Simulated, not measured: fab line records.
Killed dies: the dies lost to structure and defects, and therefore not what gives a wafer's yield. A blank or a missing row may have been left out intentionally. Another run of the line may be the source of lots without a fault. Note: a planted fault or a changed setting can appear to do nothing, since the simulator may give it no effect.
Split-lot study	flow n5 finfet	39 wafers read from 7 lots, route of 1938 steps

## SPLIT DETAILS
At N5_HKMG_FIN_CVD_62 (deposits a-Si from Si2H6, target thk 3 nm, time 20.8 s), the setting target thk a was moved away from the recipe's 30 angstrom on 15 of the 39 wafers read, by -50.0% to +35.6%. The other wafers ran this setting at the recipe's value.

The reading is taken at the split's own step.

## THE READING
a-Si_of_HKMG_FIN_CVD_62.thk nm (the simulator's own value, which no gauge read), in nm, at N5_HKMG_FIN_CVD_62 (deposits a-Si from Si2H6, target thk 3 nm, time 20.8 s). The file gives no usual value for it. Average 3.1 nm, standard deviation 0.11 nm, over the 24 wafers here run with the recipe.

wafer	tool, chamber at the split	target thk a as run, angstrom	against the recipe	a-Si_of_HKMG_FIN_CVD_62.thk nm, nm	against lot-mates on the recipe
L074.2	thermal cvd si-02, 1,2	30	recipe	3	-
L074.3	thermal cvd si-02, 1,2	30	recipe	3	-
L074.6	thermal cvd si-02, 2	30	recipe	2.8	-
L075.1	thermal cvd si-01, 2,0,1	30	recipe	3	-
L075.3	thermal cvd si-01, 2,0,1	30	recipe	3	-
L075.6	thermal cvd si-01, 2,0,1	30	recipe	3	-
L075.2	thermal cvd si-01, 1,2,0	30	recipe	3.2	-
L075.4	thermal cvd si-01, 1,2,0	30	recipe	3.2	-
L075.5	thermal cvd si-01, 1,2,0	30	recipe	3.2	-
L082.1	thermal cvd si-02, 0	30	recipe	3.2	-
L082.5	thermal cvd si-02, 0	30	recipe	3.2	-
L082.2	thermal cvd si-02, 1	23.22	-22.6%	2.2	-0.9
L082.6	thermal cvd si-02, 1	23.22	-22.6%	2.2	-0.9
L082.3	thermal cvd si-02, 0	23.22	-22.6%	2.4	-0.7
L082.4	thermal cvd si-02, 1	30	recipe	3	-
L084.1	thermal cvd si-02, 2,1,2	14.99	-50.0%	1.6	-1.6
L084.5	thermal cvd si-02, 2,1,2	14.99	-50.0%	1.6	-1.6
L084.6	thermal cvd si-02, 2,1,2	14.99	-50.0%	1.6	-1.6
L084.2	thermal cvd si-02, 1,0,0	30	recipe	3.2	-
L084.3	thermal cvd si-02, 1,0,0	30	recipe	3.2	-
L084.4	thermal cvd si-02, 1,0,0	30	recipe	3.2	-
L087.1	thermal cvd si-01, 2,2,1	15.13	-49.6%	1.6	-1.4
L087.4	thermal cvd si-01, 2,2,1	15.13	-49.6%	1.6	-1.4
L087.5	thermal cvd si-01, 2,2,1	15.13	-49.6%	1.6	-1.4
L087.2	thermal cvd si-01, 1,1,2	30	recipe	3	-
L087.3	thermal cvd si-01, 1,1,2	30	recipe	3	-
L087.6	thermal cvd si-01, 1,1,2	30	recipe	3	-
L090.1	thermal cvd si-02, 1,2,1	30	recipe	3	-
L090.3	thermal cvd si-02, 1,2,1	30	recipe	3	-
L090.5	thermal cvd si-02, 1,2,1	30	recipe	3	-
L090.2	thermal cvd si-02, 0	21.65	-27.8%	2.4	-0.6
L090.6	thermal cvd si-02, 0	21.65	-27.8%	2.4	-0.6
L090.4	thermal cvd si-02, 2	21.65	-27.8%	2	-1.0
L093.1	thermal cvd si-01, 1	40.68	+35.6%	4.2	+1.1
L093.2	thermal cvd si-01, 0	30	recipe	3.2	-
L093.3	thermal cvd si-01, 2	40.68	+35.6%	4	+0.9
L093.5	thermal cvd si-01, 2	40.68	+35.6%	4	+0.9
L093.4	thermal cvd si-01, 0,1	30	recipe	3	-
L093.6	thermal cvd si-01, 0,1	30	recipe	3	-
When a row names more than one chamber, that row covers several wafers, and the file does not tell which wafer ran in which chamber.

THE FIT
A straight line over all 39 wafers: a-Si_of_HKMG_FIN_CVD_62.thk nm changes by +0.0293 nm for each +1% of target thk a; r = +0.99; the points scatter about the line by 0.12 nm.
The same after taking each lot's own level away (the mean of its wafers on the recipe; 39 wafers): +0.0297 nm for each +1%; r = +0.99; scatter 0.12 nm.
On that fit, the largest move of target thk a shifts the reading by 1.5 nm.
From 2.93 to 3.20 nm: that is the span of the lots' own levels, equal to 2.4 times the standard deviation above.
So the lot-to-lot level changes the slope little: the two slopes agree.
Check: with one of the wafers moved furthest among these (-50.0%) left out of the fit, the line predicts -1.49 nm for it against its lot-mates. Against them it came out at -1.6 nm.

## THESE WAFERS: OTHER SPLITS
These wafers also went through other splits before the reading. Each is held against what the fit with the lots' levels taken away leaves over:
other split on the same wafers	wafers away from the commonest value	r with a-Si_of_HKMG_FIN_CVD_62.thk nm (lot level and that fit taken away)
N5_SD_EPI_N_ETCH_35 time s	12	-0.01

## THE FILE'S OWN FIT
a-Si_of_HKMG_FIN_CVD_62.thk nm changes by +0.03 nm for each +1% of target thk a, r = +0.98.
